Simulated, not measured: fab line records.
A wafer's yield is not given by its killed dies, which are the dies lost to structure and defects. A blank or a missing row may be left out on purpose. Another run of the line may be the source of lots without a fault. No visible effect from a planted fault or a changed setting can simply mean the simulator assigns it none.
Lot-split experiment + flow n5 finfet + 7 lots, 21 wafers read, on a route of 1938 steps

ABOUT THE SPLIT
At N5_FIN_SAQP_ETCH_52 (etches SOC in N2/H2, target depth 100 nm, overetch 20 nm, time 150 s), the setting source w was moved away from the recipe's 840 W on 5 of the 21 wafers read, by -14.4% to +5.4%. For the rest of the wafers, this setting stayed at what the recipe calls for.

Reading taken at the split's own step.

THE READING
rf vpp V, in V, at N5_FIN_SAQP_ETCH_52 (etches SOC in N2/H2, target depth 100 nm, overetch 20 nm, time 150 s). On this fab line, fault-free wafers typically give 525.0 V with a standard deviation of 1.8 V.

| wafer  | tool, chamber at the split | source w as run, W | against the recipe | rf vpp V, V | against lot-mates on the recipe |
|--------|----------------------------|--------------------|--------------------|-------------|---------------------------------|
| L076.2 | rie diel-01, 3             | 840                | recipe             | 524.4       | -                               |
| L076.3 | rie diel-01, 2             | 840                | recipe             | 526.3       | -                               |
| L076.4 | rie diel-01, 1             | 840                | recipe             | 526.4       | -                               |
| L078.2 | rie diel-02, 2             | 885.4              | +5.4%              | 516.1       | no lot-mate on the recipe       |
| L078.3 | rie diel-02, 3             | 885.4              | +5.4%              | 518.1       | no lot-mate on the recipe       |
| L078.5 | rie diel-02, 2             | 885.4              | +5.4%              | 514.9       | no lot-mate on the recipe       |
| L079.2 | rie diel-02, 3             | 880.7              | +4.8%              | 519.2       | -5.8                            |
| L079.3 | rie diel-02, 1             | 840                | recipe             | 525.8       | -                               |
| L079.5 | rie diel-02, 2             | 840                | recipe             | 524.2       | -                               |
| L080.4 | rie diel-02, 1             | 840                | recipe             | 525.1       | -                               |
| L080.5 | rie diel-02, 2             | 718.8              | -14.4%             | 552.3       | +26.1                           |
| L080.6 | rie diel-02, 3             | 840                | recipe             | 527.3       | -                               |
| L093.1 | rie diel-01, 2             | 840                | recipe             | 526.7       | -                               |
| L093.3 | rie diel-01, 0             | 840                | recipe             | 520.0       | -                               |
| L093.6 | rie diel-01, 0             | 840                | recipe             | 520.8       | -                               |
| L094.3 | rie diel-04, 2             | 840                | recipe             | 525.4       | -                               |
| L094.4 | rie diel-04, 0             | 840                | recipe             | 526.7       | -                               |
| L094.5 | rie diel-04, 0             | 840                | recipe             | 526.4       | -                               |
| L095.2 | rie diel-02, 0             | 840                | recipe             | 523.5       | -                               |
| L095.3 | rie diel-02, 1             | 840                | recipe             | 525.4       | -                               |
| L095.4 | rie diel-02, 2             | 840                | recipe             | 524.2       | -                               |

FIT RESULTS
A straight line over all 21 wafers: rf vpp V changes by -1.77 V for each +1% of source w; r = -0.96; the points scatter about the line by 2.1 V.
The same after taking each lot's own level away (the mean of its wafers on the recipe; 18 wafers): -1.74 V for each +1%; r = -0.97; scatter 1.6 V.
The reading moves by 25 V for the largest change in source w, on that fit.
The span of the lots' own levels, 522.50 to 526.20 V, comes to 2.1 times the standard deviation stated above.
So the lot-to-lot level changes the slope little: the two slopes agree.
Check: with one of the wafers moved furthest among these (-14.4%) left out of the fit, the line predicts +17.3 V for it against its lot-mates. Against them it came out at +26.1 V.
Tool readings at the split's step, against how far the setting was moved: rf vpp V r = -0.96.

FURTHER SPLITS ON THESE WAFERS
Before the reading, these wafers also passed through other splits. Each is held against what the fit with the lots' levels taken away leaves over:
| other split on the same wafers            | wafers away from the commonest value | r with rf vpp V (lot level and that fit taken away) |
|-------------------------------------------|--------------------------------------|-----------------------------------------------------|
| N5_PMOS_HMC_CHANNEL_EPI_COAT_31 spin rpm  | 7                                    | +0.10                                               |
| N5_PMOS_HMC_CHANNEL_EPI_PEB_07 peb temp c | 8                                    | -0.15                                               |

FILE'S OWN FIT
rf vpp V changes by -1.75 V for each +1% of source w, r = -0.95.
